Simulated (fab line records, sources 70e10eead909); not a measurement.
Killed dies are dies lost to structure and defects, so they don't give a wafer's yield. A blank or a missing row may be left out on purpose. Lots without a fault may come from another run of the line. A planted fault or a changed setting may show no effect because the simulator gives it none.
Chamber matching | flow nand_harc | NHARC_P_STI_CMP_21 on cmp-04: 4 sister chambers
The step polishes, t overpolish 20 s, target thk 380.67 nm. 24 wafers are shown with their chamber, then 12 later ones without.

WAFERS WITH THEIR CHAMBER
wafer  | chamber | motor_current_A (A) | slurry_flow_ml_min | overpolish_run_s (s)
L076.2 | 0       | 11.2                | 150.6              | 19.994
L076.3 | 1       | 12.2                | 150.0              | 20.001
L076.6 | 0       | 11.3                | 149.7              | 19.983
L080.1 | 1       | 13.2                | 151.1              | 19.988
L080.2 | 2       | 11.7                | 150.2              | 19.992
L080.3 | 3       | 12.6                | 151.3              | 20.006
L083.2 | 0       | 11.1                | 149.8              | 20.007
L083.4 | 2       | 11.5                | 150.5              | 19.996
L083.5 | 0       | 10.9                | 149.4              | 20.020
L084.1 | 3       | 12.0                | 149.2              | 20.007
L084.2 | 0       | 11.4                | 150.4              | 19.994
L084.4 | 2       | 12.6                | 150.4              | 20.000
L087.1 | 1       | 12.7                | 149.8              | 19.991
L087.2 | 2       | 11.7                | 149.6              | 20.005
L087.3 | 0       | 11.6                | 149.3              | 20.010
L091.1 | 1       | 12.5                | 150.4              | 19.982
L091.3 | 3       | 12.8                | 150.0              | 19.986
L091.5 | 2       | 11.8                | 150.1              | 19.979
L093.2 | 3       | 12.2                | 149.8              | 20.008
L093.3 | 0       | 11.1                | 149.8              | 19.991
L093.5 | 3       | 12.5                | 150.5              | 19.996
L094.3 | 3       | 12.5                | 150.5              | 19.982
L094.4 | 2       | 12.5                | 150.6              | 19.992
L094.6 | 2       | 11.6                | 150.0              | 20.008

SIGNATURES (means of the wafers above)
reading            | chamber 0 | chamber 1 | chamber 2 | chamber 3 | scatter within a chamber
motor_current_A    | 11.229    | 12.650    | 11.914    | 12.433    | 0.35
slurry_flow_ml_min | 149.857   | 150.325   | 150.200   | 150.217   | 0.533
overpolish_run_s   | 19.99986  | 19.99050  | 19.99600  | 19.99750  | 0.0109
Rule: a wafer's distance from a chamber is the root of the sum, over the readings, of the square of ((its reading less the chamber's mean) divided by the reading's scatter). The wafer belongs to the nearest chamber; if the next one is less than 2 further off, it can't be placed. The scatter: the root of (the sum of the squares of (reading less its chamber's mean) over the shown wafers, divided by (wafers less chambers)).

WAFERS WITHOUT THEIR CHAMBER
wafer  | motor_current_A (A) | slurry_flow_ml_min | overpolish_run_s (s)
L095.1 | 12.8                | 150.1              | 20.002
L095.4 | 12.1                | 149.9              | 19.998
L095.5 | 12.2                | 149.9              | 19.987
L095.2 | 10.3                | 149.4              | 19.991
L095.3 | 12.3                | 149.0              | 20.003
L095.6 | 11.0                | 149.1              | 20.005
L097.1 | 11.9                | 150.7              | 20.009
L097.2 | 10.9                | 150.3              | 20.013
L097.5 | 12.3                | 151.0              | 20.012
L097.3 | 12.2                | 150.0              | 20.003
L097.4 | 12.5                | 150.0              | 20.017
L097.6 | 10.8                | 149.9              | 20.003

WHICH CHAMBER EACH WENT THROUGH
wafer  | from the rows above               | in truth
L095.1 | can't be placed: 3 or 1 or 2      | 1
L095.4 | can't be placed: 2 or 3 or 1 or 0 | 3
L095.5 | can't be placed: 2 or 3 or 1 or 0 | 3
L095.2 | can't be placed: 0 or 2           | 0
L095.3 | can't be placed: 3 or 2 or 1 or 0 | 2
L095.6 | can't be placed: 0 or 2           | 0
L097.1 | can't be placed: 2 or 3 or 0 or 1 | 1
L097.2 | can't be placed: 0 or 2           | 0
L097.5 | can't be placed: 3 or 2 or 1 or 0 | 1
L097.3 | can't be placed: 3 or 2 or 1 or 0 | 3
L097.4 | can't be placed: 3 or 1 or 2      | 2
L097.6 | 0                                 | 0
Placed correctly: 1 of 12. Can't be placed from these rows: 11 (the true chamber is among the candidates in 11). Placed wrongly: 0.
